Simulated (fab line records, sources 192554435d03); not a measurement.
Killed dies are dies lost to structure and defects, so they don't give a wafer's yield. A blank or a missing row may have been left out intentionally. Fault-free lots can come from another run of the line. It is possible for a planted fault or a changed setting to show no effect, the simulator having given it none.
A lot that was struck, set against a sound lot + flow n5-finfet + 15 steps out of a route of 1938
Sound: these wafers, L518.4, L518.5, L518.6. Struck: wafer L520.1 (left out: L520.3, L520.6 of the same lot, which were not struck); the cause appears at the end.
At each step with rows: each side's tool, then ch and its chambers, then its first start. Under that, the readings that differ: sound wafers + struck wafers + difference of the means + sigmas: that difference in standard deviations of wafers without a fault.
alike: a reading whose means differ by less than 2 such deviations, as well as words and numbers matching on both sides. not compared: withheld readings; readings where some wafer has no value; bounds like >300 that might hide an equal value; numbers whose values overlap and for which the record gives no deviation.
Wherever a step has rows on one side only, a row that says differs or no value, or a row with sigmas, the two part there. When numbers do not overlap yet have no deviation, they are printed without sigmas and do not part them. A reading missing from all wafers of one side parts the sides only when that side holds two or more wafers.

N5_BEOL_M3_ANNEAL_87: time 240 s.
  sound: pvd-sputter-01 at day 8 13:56; struck: pvd-sputter-02 at day 8 22:13
  alike: heater-power-w
then, 3 steps without rows for these wafers: N5_BEOL_M3_SPUTTER_88 (material Cu, target thk 4.5 nm, time 8.29 s); N5_BEOL_M3_ANNEAL_89 (time 240 s); N5_BEOL_M3_SPUTTER_90 (material Cu, target thk 4.5 nm, time 8.29 s).
N5_BEOL_M3_ANNEAL_91: time 240 s.
  sound: pvd-sputter-01 at day 8 14:23; struck: pvd-sputter-02 at day 8 22:39
  alike: heater-power-w
N5_BEOL_M3_SPUTTER_92: material Cu, target thk 4.5 nm, time 8.29 s.
  sound: pvd-sputter-01 at day 8 14:31; struck: pvd-sputter-02 at day 8 22:47
  alike: throttle-valve-pct
N5_BEOL_M3_ANNEAL_93: time 240 s.
  sound: pvd-sputter-01 at day 8 14:36; struck: pvd-sputter-02 at day 8 22:52
  alike: heater-power-w
then, 1 step without rows for these wafers: N5_BEOL_M3_SPUTTER_94 (material Cu, target thk 4.5 nm, time 8.29 s).
N5_BEOL_M3_ANNEAL_95: time 240 s.
  sound: pvd-sputter-01 at day 8 14:49; struck: pvd-sputter-02 at day 8 23:05
  alike: heater-power-w
then, 3 steps without rows for these wafers: N5_BEOL_M3_SPUTTER_96 (material Cu, target thk 4.5 nm, time 8.29 s); N5_BEOL_M3_ECD_50 (material Cu, target thk 300 nm); N5_BEOL_M3_ANNEAL_51 (time 90 s).
N5_BEOL_M3_CMP_52: polishes, stops on SiOC, t overpolish 6.8 s, target thk 40 nm.
  sound on cmp-03 ch 1,2, day 8 15:27; struck on cmp-03 ch 1, day 8 23:44
| reading                                      | sound          | struck | difference | sigmas |
|----------------------------------------------|----------------|--------|------------|--------|
| barrier-field-endpoint-s (s)                 | 24.1 24.8 25.0 | 13.5   | -11.1      | -13    |
| time-to-endpoint-s (s)                       | 63 66 61       | 34     | -29        | -7     |
| model.SiOC_of_BEOL_M3_ILD_DEP_00.thk-nm (nm) | 76.8 76.2 74.8 | 74     | -2         |        |
  alike: head-pressure-psi, motor-current-A, overpolish-run-s, slurry-filter-dp-kPa
N5_BEOL_M4_RC_MEAS_101:
  sound on prober-01 ch 0, day 9 04:13; struck on prober-01 ch 0, day 9 11:30
  alike: DIBL_N, DIBL_P, IOFF_N, IOFF_P, ION_N, ION_P, SS_N, SS_P, VT_N, VT_P
-- the record jumps here: 4 days lie between the struck wafers' starts before and after (it left off in module BEOL_M4 and takes up again in module PASSIVATION, whose first step shown is number 1936 of the route) --
N5_PASSIVATION_PROBE_49:
  only the struck wafers here have rows in the record (prober-01, day 13 18:17); the sound ones have none

WHERE THEY PART
Last at N5_PASSIVATION_PROBE_49 as far as this record goes, first at N5_BEOL_M3_CMP_52.

WHY: what had been put in by the simulator
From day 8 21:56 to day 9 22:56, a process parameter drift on cmp-03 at N5_BEOL_M3_CMP_52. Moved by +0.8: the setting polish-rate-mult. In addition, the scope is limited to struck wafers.
